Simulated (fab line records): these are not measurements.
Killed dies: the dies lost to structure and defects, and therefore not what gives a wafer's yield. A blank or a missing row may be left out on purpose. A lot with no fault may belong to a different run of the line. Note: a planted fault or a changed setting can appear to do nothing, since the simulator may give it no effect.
Split-lot trial | flow n5_finfet | 7 lots, 21 wafers read, on a route of 1938 steps

## ABOUT THE SPLIT
At N5_BEOL_M2_VIA_ETCH_34 (etches the open film in C4F6/O2, target depth 69.4 nm, time 65.9 s), the setting time_s was moved away from the recipe's 65.9 s on 6 of the 21 wafers read, by -13.9% to +20.1%. This setting was run at the recipe's value on the other wafers.

Reading taken at the split's own step.

## THE READING
SOC_of_BEOL_M2_COAT_67.thk_nm (the simulator's own value, which no gauge read), in nm, at N5_BEOL_M2_VIA_ETCH_34 (etches the open film in C4F6/O2, target depth 69.4 nm, time 65.9 s). There is no usual value for it anywhere in the file. Here, 15 wafers ran the recipe; their average is 51.9 nm with a standard deviation of 0.21 nm.

wafer  | tool, chamber at the split | time_s as run, s | against the recipe | SOC_of_BEOL_M2_COAT_67.thk_nm, nm | against lot-mates on the recipe
L078.1 | rie_diel-02, 2             | 56.76            | -13.9%             | 52.8                              | +0.4
L078.2 | rie_diel-02, 3             | 56.76            | -13.9%             | 53.2                              | +0.8
L078.4 | rie_diel-02, 0             | 65.9             | recipe             | 52.4                              | -
L079.4 | rie_diel-03, 0             | 79.12            | +20.1%             | 50.6                              | -1.6
L079.5 | rie_diel-03, 0             | 79.12            | +20.1%             | 50.6                              | -1.6
L079.6 | rie_diel-03, 1             | 65.9             | recipe             | 52.2                              | -
L080.2 | rie_diel-03, 2             | 65.9             | recipe             | 51.8                              | -
L080.3 | rie_diel-03, 1             | 65.9             | recipe             | 52                                | -
L080.5 | rie_diel-03, 2             | 65.9             | recipe             | 51.8                              | -
L081.1 | rie_diel-03, 1             | 65.9             | recipe             | 52.2                              | -
L081.2 | rie_diel-03, 0             | 65.9             | recipe             | 52                                | -
L081.3 | rie_diel-03, 3             | 65.9             | recipe             | 52                                | -
L083.2 | rie_diel-02, 1             | 65.9             | recipe             | 52                                | -
L083.3 | rie_diel-02, 2             | 65.9             | recipe             | 51.6                              | -
L083.4 | rie_diel-02, 0             | 58.51            | -11.2%             | 52.8                              | +1.0
L084.1 | rie_diel-03, 0             | 65.9             | recipe             | 51.8                              | -
L084.2 | rie_diel-03, 3             | 65.9             | recipe             | 51.6                              | -
L084.4 | rie_diel-03, 1             | 65.9             | recipe             | 51.8                              | -
L095.2 | rie_diel-03, 0             | 65.9             | recipe             | 51.8                              | -
L095.3 | rie_diel-03, 2             | 60.39            | -8.4%              | 52.6                              | +0.7
L095.5 | rie_diel-03, 1             | 65.9             | recipe             | 52                                | -

FIT RESULTS
A straight line over all 21 wafers: SOC_of_BEOL_M2_COAT_67.thk_nm changes by -0.0709 nm for each +1% of time_s; r = -0.95; the points scatter about the line by 0.21 nm.
The same after taking each lot's own level away (the mean of its wafers on the recipe; 21 wafers): -0.0709 nm for each +1%; r = -0.96; scatter 0.18 nm.
That fit puts the effect of the largest move of time_s on the reading at 1.4 nm.
Measured against the standard deviation above, the lots' own levels, which go from 51.73 to 52.40 nm, span 3.1 times it.
Hence the lot-to-lot level has little effect on the slope; both slopes agree.
Check: for one of the wafers moved furthest among these (+20.1%), held out of the fit, the line's prediction against its lot-mates is -1.39 nm. It came out at -1.6 nm against them.

## ADDITIONAL SPLITS CARRIED BY THESE WAFERS
Before the reading, these wafers also passed through other splits. Each is held against what the fit with the lots' levels taken away leaves over:
other split on the same wafers    | wafers away from the commonest value | r with SOC_of_BEOL_M2_COAT_67.thk_nm (lot level and that fit taken away)
N5_GATE_CUT_COAT_27 spin_rpm      | 4                                    | -0.24
N5_GATE_CUT_COAT_07 spin_rpm      | 5                                    | +0.16
N5_BEOL_M0_SAQP_ALD_48 ald_cycles | 7                                    | -0.20
N5_BEOL_M0_CUTY_EXPOSE_54 dose_mj | 10                                   | -0.14
N5_BEOL_M1_COAT_05 spin_rpm       | 11                                   | +0.18
N5_BEOL_M1_EXPOSE_08 dose_mj      | 2                                    | -0.15

## THE WHOLE CHAIN: every reading that the file lists as answering this split, in the file's order
step                   | what it does                                                       | reading                                                                        | change (the file's fit)                | r (the file's)
N5_BEOL_M2_VIA_ETCH_34 | etches the open film in C4F6/O2, target depth 69.4 nm, time 65.9 s | etch.depth_nm (the simulator's own value, which no gauge read)                 | +0.725 nm for each +1% of the setting  | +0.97
N5_BEOL_M2_VIA_ETCH_34 | etches the open film in C4F6/O2, target depth 69.4 nm, time 65.9 s | SOC_of_BEOL_M2_COAT_67.thk_nm (the simulator's own value, which no gauge read) | -0.0727 nm for each +1% of the setting | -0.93

## THE FILE'S OWN FIT
SOC_of_BEOL_M2_COAT_67.thk_nm changes by -0.0727 nm for each +1% of time_s, r = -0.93.
